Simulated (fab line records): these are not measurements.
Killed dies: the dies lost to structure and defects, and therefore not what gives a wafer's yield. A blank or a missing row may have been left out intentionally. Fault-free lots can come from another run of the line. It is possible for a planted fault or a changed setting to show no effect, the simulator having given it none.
Which of the tools did it? || flow n5 finfet || 10 lots, 29 wafers sampled, at 1 step of a route of 1938

## WHAT THE GAUGES SHOWED, per wafer
N5_SD_EPI_P_CD_MEAS_09: target cd 240 nm.
{"lot": "L654", "measured": "day 3 17:13", "on": "cd sem-03", "cd nm (nm)": "239.2 240.0 239.1"}
{"lot": "L657", "measured": "day 4 05:34", "on": "cd sem-01", "cd nm (nm)": "240.0 240.2 240.2"}
{"lot": "L659", "measured": "day 4 20:56", "on": "cd sem-03", "cd nm (nm)": "241.4 240.1 241.0"}
{"lot": "L662", "measured": "day 5 11:35", "on": "cd sem-01", "cd nm (nm)": "240.5 240.5 239.4"}
{"lot": "L668", "measured": "day 7 00:12", "on": "cd sem-03", "cd nm (nm)": "240.3 239.2"}
{"lot": "L669", "measured": "day 7 06:18", "on": "cd sem-03", "cd nm (nm)": "239.8 239.4 240.0"}
{"lot": "L671", "measured": "day 7 16:31", "on": "cd sem-01", "cd nm (nm)": "239.5 240.9 239.7"}
{"lot": "L672", "measured": "day 7 23:34", "on": "cd sem-03", "cd nm (nm)": "238.6 239.7 239.2"}
{"lot": "L675", "measured": "day 9 00:18", "on": "cd sem-01", "cd nm (nm)": "240.5 240.2 240.0"}
{"lot": "L676", "measured": "day 9 04:02", "on": "cd sem-01", "cd nm (nm)": "240.2 239.5 239.9"}

## EACH LOT AND THE TOOL THAT RAN IT (in order: tool; ch and the chambers of the sampled wafers; start)
The record holds no process step before these readings.

## THE ANSWER, worked out from the rows above alone
Rule: what is usual is taken from the lots themselves. Put in order of their means at a reading, lots are off if they are a third of the lots or fewer, leave a main group of 4 or more, and stand apart from it by a gap of 3 or more times the standard deviation of the main group's means; of several such gaps the widest counts. A main group is skipped when, at the precision printed for the reading in the tables above, its means are all equal. A lot without any number at a reading at which 4 lots or more have one is off too. Where the step has rows for the other lots, those lots are counted as sound.
Across all readings shown, no lot is off: no conclusion can be drawn from this.

## WHAT THE SIMULATOR PUT IN
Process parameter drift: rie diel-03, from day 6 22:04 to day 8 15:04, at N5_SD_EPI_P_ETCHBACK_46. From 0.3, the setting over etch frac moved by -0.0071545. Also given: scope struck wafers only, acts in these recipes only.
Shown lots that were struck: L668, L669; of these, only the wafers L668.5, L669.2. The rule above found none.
